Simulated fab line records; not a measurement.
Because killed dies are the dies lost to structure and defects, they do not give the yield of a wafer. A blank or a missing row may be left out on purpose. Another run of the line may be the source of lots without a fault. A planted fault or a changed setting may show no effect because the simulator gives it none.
fab line records -- flow n5-finfet
[record] lots = 6, wafers = 17, last-day = 16
route steps=1938 shown BEOL_M7@1317
lots untouched by any fault: they come from a run of this same line in which no faults occurred
start-h: start of the lot's first displayed wafer, in hours after the record's first day -- wait-h: hours since the lot's step before -- " same as the row above -- L1.1+2: several wafers, shown together as one row -- - value missing, or start not given -- * or withheld: withheld -- < > ~ a bound
route shown NAME@n: a module of which the file shows steps, and the number in the route of the first -- usual: mean/standard deviation of fault-free wafers -- same: alike in all rows -- chamber/n: place in a boat -- sites: the reading at each site -- _std_site: the values' standard deviation -- _edge_site: the outer-site mean with the inner-site mean subtracted -- radius-mm: how far each site lies from the wafer's centre -- mask NAME#n: copy n -- behind: the last tool/chamber to shape the wafer -- hold: reason for holding the lot/hours on hold/outcome of the hold -- device: whichever transistor did not switch (one of n, p or np) -- end of line: tests run on the same wafers once the route is complete -- where a step has no rows: the recipe by itself -- killed: count of dies lost to structure and defects at first sort (not the wafer's yield) -- map: shows each die of a wafer: x if killed, . if not, _ if none is there
set.NAME: the setting as run; set.NAME@STEP: as run at that earlier step -- model.NAME: the simulator's own value behind a step, which no gauge read
certain route steps with their lots: each step a table, each wafer a row
services: from which hour (start-h, from the record's first day; less than 0 if before it) a tool's chamber was out of use, for how many hours, and why
[[steps]]
[step N5_BEOL_M7_CURE_75]
[recipe] temp-c = 370, time-s = 120, ambient = DMADMS/He, material = SiCOH_lowk
[usual] lamp-power-pct = 52.30/0.053, wafer_temp_C_max = 371.7/0.67
lot.wafer,tool,chamber,start-h,wait-h,lamp-power-pct,wafer_temp_C_max
L228.2,uv-cure-02,1,204.01,0.2,52.26,371.2
L228.4,uv-cure-02,1,204.01,0.2,52.32,370.6
L228.6,uv-cure-02,1,204.01,0.2,52.32,370.8
L230.1,uv-cure-03,0,208.28,0.0,52.31,372.0
L230.3,uv-cure-03,0,208.28,0.0,52.23,371.8
L230.4,uv-cure-03,0,208.28,0.0,52.40,372.3
L237.1,uv-cure-02,1,246.33,0.0,52.31,371.6
L237.3,uv-cure-02,1,246.33,0.0,52.25,371.1
L237.4,uv-cure-02,1,246.33,0.0,52.33,371.3
L239.1,uv-cure-01,0,259.63,0.1,52.35,371.5
L239.3,uv-cure-01,0,259.63,0.1,52.36,371.4
L246.1,uv-cure-03,2,292.31,0.1,52.20,371.1
L246.2,uv-cure-03,2,292.31,0.1,52.33,371.3
L246.3,uv-cure-03,2,292.31,0.1,52.32,370.8
L249.3,uv-cure-02,0,325.43,0.2,52.28,372.2
L249.4,uv-cure-02,0,325.43,0.2,52.31,371.9
L249.5,uv-cure-02,0,325.43,0.2,52.21,372.4
[step N5_BEOL_M7_DEGAS_44]
[recipe] ambient = vacuum, temp-c = 250, time-s = 60
[step N5_BEOL_M7_PRE_CLEAN_45]
[recipe] gas = H2/He, time-s = 30, temp-c = 250
[usual] heater-power-w = 344/47
lot.wafer,tool,chamber,start-h,wait-h,heater-power-w
L228.2,pvd-sputter-03,-,204.33,0.0,358
L228.4,pvd-sputter-03,-,204.33,0.0,324
L228.6,pvd-sputter-03,-,204.33,0.0,324
L230.1,pvd-sputter-01,-,209.69,0.0,339
L230.3,pvd-sputter-01,-,209.69,0.0,264
L230.4,pvd-sputter-01,-,209.69,0.0,331
L237.1,pvd-sputter-01,-,246.99,0.0,331
L237.3,pvd-sputter-01,-,246.99,0.0,335
L237.4,pvd-sputter-01,-,246.99,0.0,266
L239.1,pvd-sputter-03,-,260.06,0.0,361
L239.3,pvd-sputter-03,-,260.06,0.0,398
L246.1,pvd-sputter-02,-,293.00,0.0,318
L246.2,pvd-sputter-02,-,293.00,0.0,401
L246.3,pvd-sputter-02,-,293.00,0.0,336
L249.3,pvd-sputter-01,-,326.18,0.0,336
L249.4,pvd-sputter-01,-,326.18,0.0,328
L249.5,pvd-sputter-01,-,326.18,0.0,258
[step N5_BEOL_M7_ALD_77]
[recipe] material = TaN, target-thk-a = 20, temp-c = 275, ald-precursor-family = PDMAT, ald-co-reactant = NH3, pressure-torr = 3, carrier-flow-sccm = 1500, pulse-time-s = 2, purge-time-s = 3, co-reactant-purge-time-s = 2, co-reactant-pulse-time-s = 3, ald-cycles = 40, precursor-vessel-temp-c = 75, precursor-vessel-pressure-torr = 26.25, precursor-vessel-carrier-sccm = 1000
[usual] heater-power-w = 418/47, precursor-vessel-pressure-torr = 26.25/0.057
lot.wafer,tool,chamber,start-h,wait-h,heater-power-w,precursor-vessel-pressure-torr
L228.2,ald-metal-02,0,204.39,0.0,368,26.21
L228.4,ald-metal-02,2,204.39,0.0,493,26.23
L228.6,ald-metal-02,1,204.39,0.0,394,26.22
L230.1,ald-metal-02,2,209.75,0.0,493,26.14
L230.3,ald-metal-02,1,209.75,0.0,388,26.35
L230.4,ald-metal-02,3,209.75,0.0,360,26.21
L237.1,ald-metal-02,0,247.07,0.1,373,26.18
L237.3,ald-metal-02,1,247.07,0.1,395,26.12
L237.4,ald-metal-02,3,247.07,0.1,351,26.33
L239.1,ald-metal-01,2,260.12,0.0,483,26.30
L239.3,ald-metal-01,1,260.12,0.0,445,26.23
L246.1,ald-metal-01,0,293.06,0.0,424,26.13
L246.2,ald-metal-01,2,293.06,0.0,468,26.26
L246.3,ald-metal-01,1,293.06,0.0,432,26.27
L249.3,ald-metal-02,0,326.25,0.0,372,26.32
L249.4,ald-metal-02,3,326.25,0.0,361,26.27
L249.5,ald-metal-02,1,326.25,0.0,392,26.20
[step N5_BEOL_M7_SURFACE_TREAT_79]
[recipe] gas = Ar, time-s = *, ion-energy-ev = *, ion-current-ma-cm2 = 0.5, pressure-mtorr = *, ar-flow-sccm = 30
[step N5_BEOL_M7_CVD_78]
[recipe] material = Co, target-thk-a = 20, temp-c = withheld, precursor = CCTBA/H2, pressure-torr = 30, time-s = 142.3
[step N5_BEOL_M7_SPUTTER_48]
[recipe] material = Cu, target-thk-a = 100, temp-c = -20, bias-v = 60, power-w = 26000, chamber-pressure-pa = 0.13, time-s = 1.667
[usual] throttle-valve-pct = 30.5/0.87
lot.wafer,tool,chamber,start-h,wait-h,throttle-valve-pct
L228.2,pvd-sputter-02,-,204.97,0.1,29.7
L228.4,pvd-sputter-02,-,204.97,0.1,30.7
L228.6,pvd-sputter-02,-,204.97,0.1,29.8
L230.1,pvd-sputter-01,-,210.33,0.1,31.5
L230.3,pvd-sputter-01,-,210.33,0.1,32.0
L230.4,pvd-sputter-01,-,210.33,0.1,30.0
L237.1,pvd-sputter-01,-,247.59,0.1,32.1
L237.3,pvd-sputter-01,-,247.59,0.1,31.1
L237.4,pvd-sputter-01,-,247.59,0.1,30.4
L239.1,pvd-sputter-02,-,262.41,1.6,29.3
L239.3,pvd-sputter-02,-,262.41,1.6,30.5
L246.1,pvd-sputter-02,-,293.64,0.1,30.5
L246.2,pvd-sputter-02,-,293.64,0.1,29.9
L246.3,pvd-sputter-02,-,293.64,0.1,29.4
L249.3,pvd-sputter-02,-,326.88,0.1,29.5
L249.4,pvd-sputter-02,-,326.88,0.1,31.5
L249.5,pvd-sputter-02,-,326.88,0.1,29.6
[step N5_BEOL_M7_ECD_50]
[recipe] material = Cu, target-thk-a = 3000
[step N5_BEOL_M7_ANNEAL_51]
[recipe] temp-c = 225, time-s = 90, ambient = N2
[step N5_BEOL_M7_CMP_52]
[recipe] stop-on = SiCOH_lowk, t-overpolish-s = 6.9, down-force-psi = 1, platen-rpm = 50, clearing-platen-down-force-psi = 1.5, clearing-platen-rpm = 50, post-cmp-clean = cu-alkaline, target-thk-nm = 80, clearing-platen-pad-velocity-m-s = 0.99484, pad-velocity-m-s = 0.99484
[usual] barrier-field-endpoint-s = 29.0/0.65, motor-current-A = 6.2/0.52, overpolish-run-s = 6.899/0.0097, pad-life-wafers = 1166/650, time-to-endpoint-s = 61.8/2.8
lot.wafer,tool,chamber,start-h,wait-h,barrier-field-endpoint-s,motor-current-A,overpolish-run-s,pad-life-wafers,time-to-endpoint-s
L228.2,cmp-01,0,205.56,0.3,29.4,6.0,6.884,1970,63.1
L228.4,cmp-01,1,205.56,0.3,30.3,5.1,6.910,1971,64.0
L228.6,cmp-01,3,205.56,0.3,30.3,6.8,6.897,-,62.7
L230.3,cmp-02,3,210.83,0.2,28.9,6.5,6.903,690,62.7
L230.1,cmp-02,0,210.83,0.2,28.9,6.4,6.923,691,63.6
L230.4,cmp-02,2,210.83,0.2,29.4,5.7,6.886,693,62.3
L237.4,cmp-03,1,248.42,0.3,28.4,5.7,6.901,1656,60.6
L237.3,cmp-03,2,248.42,0.3,28.0,6.7,6.895,1657,58.0
L237.1,cmp-03,3,248.42,0.3,28.4,5.7,6.907,1658,57.1
L239.3,cmp-02,2,263.04,0.3,28.3,5.9,6.914,1129,58.1
L239.1,cmp-02,3,263.04,0.3,29.8,6.4,6.904,1130,62.6
L246.1,cmp-02,3,294.15,0.3,28.8,6.7,6.903,1464,61.7
L246.3,cmp-02,1,294.15,0.3,29.0,6.3,6.898,1466,57.9
L246.2,cmp-02,2,294.15,0.3,28.2,5.9,6.895,1467,59.6
L249.3,cmp-03,3,327.86,0.4,28.2,5.4,6.888,223,58.6
L249.4,cmp-03,0,327.86,0.4,29.6,6.1,6.912,224,65.9
L249.5,cmp-03,2,327.86,0.4,28.1,6.7,6.908,-,60.1
[step N5_BEOL_M7_THK_MEAS_53]
[recipe] thk-meas-gauge = xrf, reads = Cu_of_BEOL_M7_ECD_50
[usual] M7_THK = 80.5/1.9
lot.wafer,tool,chamber,start-h,wait-h,M7_THK[nm]
L228.2,film-metro-02,-,205.78,-,79.3
L228.4,film-metro-02,-,205.78,-,80.2
L228.6,film-metro-02,-,205.78,-,79.5
L230.1,film-metro-02,-,211.13,-,83.1
L230.3,film-metro-02,-,211.13,-,82.0
L230.4,film-metro-02,-,211.13,-,78.6
L237.1,film-metro-01,-,248.72,-,75.6
L237.3,film-metro-01,-,248.72,-,76.1
L237.4,film-metro-01,-,248.72,-,80.8
L239.1,film-metro-01,-,263.30,-,80.6
L239.3,film-metro-01,-,263.30,-,79.7
L246.1,film-metro-02,-,294.44,-,81.8
L246.2,film-metro-02,-,294.44,-,78.3
L246.3,film-metro-02,-,294.44,-,78.3
L249.3,film-metro-02,-,328.12,-,79.9
L249.4,film-metro-02,-,328.12,-,82.9
L249.5,film-metro-02,-,328.12,-,82.7
[step N5_BEOL_M7_PRE_CLEAN_55]
[recipe] gas = NH3, time-s = 15, temp-c = withheld, rf-power-w = 300
[step N5_BEOL_M7_DEP_56]
[recipe] material = SiCN, target-thk-a = 100, temp-c = withheld, precursor = 3MS/NH3, pressure-torr = 3, rf-w = 202, time-s = 17.5
[usual] showerhead-plenum-p-Torr = 3.664/0.01, throttle-valve-pct = 9.3/0.74
lot.wafer,tool,chamber,start-h,wait-h,showerhead-plenum-p-Torr,throttle-valve-pct,model.SiCN_of_BEOL_M7_DEP_56.thk-nm
L228.2,pecvd-04,1,205.86,0.0,3.649,9.6,10
L228.4,pecvd-04,0,205.86,0.0,3.658,9.2,10
L228.6,pecvd-04,1,205.86,0.0,3.661,9.2,10
L230.1,pecvd-04,0,211.20,0.0,3.668,8.7,10
L230.3,pecvd-04,0,211.20,0.0,3.661,9.0,10.2
L230.4,pecvd-04,1,211.20,0.0,3.662,9.2,10
L237.1,pecvd-04,2,248.78,0.0,3.672,7.9,10
L237.3,pecvd-04,1,248.78,0.0,3.663,9.2,15.2
L237.4,pecvd-04,0,248.78,0.0,3.654,9.3,10
L239.1,pecvd-04,2,263.36,0.0,3.662,8.3,10.2
L239.3,pecvd-04,1,263.36,0.0,3.656,9.4,15.2
L246.1,pecvd-01,1,294.52,0.0,3.676,10.5,9.8
L246.2,pecvd-01,2,294.52,0.0,3.684,9.1,9.8
L246.3,pecvd-01,2,294.52,0.0,3.669,8.8,9.8
L249.3,pecvd-01,1,328.21,0.0,3.664,10.4,9.8
L249.4,pecvd-01,2,328.21,0.0,3.670,9.1,9.6
L249.5,pecvd-01,1,328.21,0.0,3.677,10.7,10
[step N5_BEOL_M7_RS_MEAS_57]
[recipe] thk-meas-gauge = four-point-probe, reads = Cu_of_BEOL_M7_ECD_50+Co_of_BEOL_M7_CVD_78+TaN_of_BEOL_M7_ALD_77
[usual] M7_RS = 0.288/0.0076
lot.wafer,tool,chamber,start-h,wait-h,M7_RS[ohm/sq]
L228.2,film-metro-02,-,205.96,0.1,0.291
L228.4,film-metro-02,-,205.96,0.1,0.286
L228.6,film-metro-02,-,205.96,0.1,0.290
L230.1,film-metro-02,-,211.29,0.1,0.276
L230.3,film-metro-02,-,211.29,0.1,0.279
L230.4,film-metro-02,-,211.29,0.1,0.293
L237.1,film-metro-02,-,248.85,0.1,0.310
L237.3,film-metro-02,-,248.85,0.1,0.307
L237.4,film-metro-02,-,248.85,0.1,0.287
L239.1,film-metro-01,-,263.43,0.1,0.289
L239.3,film-metro-01,-,263.43,0.1,0.291
L246.1,film-metro-01,-,294.60,0.1,0.284
L246.2,film-metro-01,-,294.60,0.1,0.297
L246.3,film-metro-01,-,294.60,0.1,0.297
L249.3,film-metro-01,-,328.28,0.1,0.293
L249.4,film-metro-01,-,328.28,0.1,0.278
L249.5,film-metro-01,-,328.28,0.1,0.281
[[services]]
tool,chamber,start-h,hours,kind
cmp-03,-,185.30,6.0,repair
cmp-01,-,193.40,0.3,repair
ald-metal-01,-,217.42,8.7,pm
cmp-01,-,221.20,4.0,pm
uv-cure-02,-,221.70,1.0,pm
ald-metal-01,3,227.22,2.6,repair
cmp-01,-,247.09,14.3,pm
uv-cure-02,-,248.79,5.7,repair
uv-cure-02,-,259.17,1.2,repair
cmp-03,-,260.77,3.3,pm
uv-cure-03,-,266.49,0.5,repair
cmp-01,-,268.07,5.1,pm
pecvd-01,0,271.13,58.4,repair
cmp-03,-,273.35,1.4,repair
pvd-sputter-03,-,278.15,5.5,repair
ald-metal-01,3,280.37,2.7,repair
pecvd-01,2,280.52,5.9,repair
ald-metal-01,-,281.92,2.0,repair
uv-cure-02,-,287.91,0.4,repair
cmp-03,-,292.18,4.0,pm
pvd-sputter-02,-,294.67,5.9,repair
pvd-sputter-01,-,310.24,2.1,repair
cmp-03,-,312.01,4.2,repair
cmp-01,-,324.08,3.3,repair
[[key]]
first-sign none at tools or gauges
[model-effect] step = N5_BEOL_M7_DEP_56, value = SiCN_of_BEOL_M7_DEP_56.thk-nm, without = 9.8, struck = 15.2
met-at N5_BEOL_M7_DEP_56
struck-wafers L237.3,L239.3
onset-between 211.20 248.78
[fault] kind = process-parameter-drift, tool = pecvd-04, chamber = -, onset-h = 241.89, steps = N5_BEOL_M7_DEP_56, channel = time-s, offset = *, shape = step, end-h = 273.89, scope = struck-wafers-only, acts-in = *, stated = *
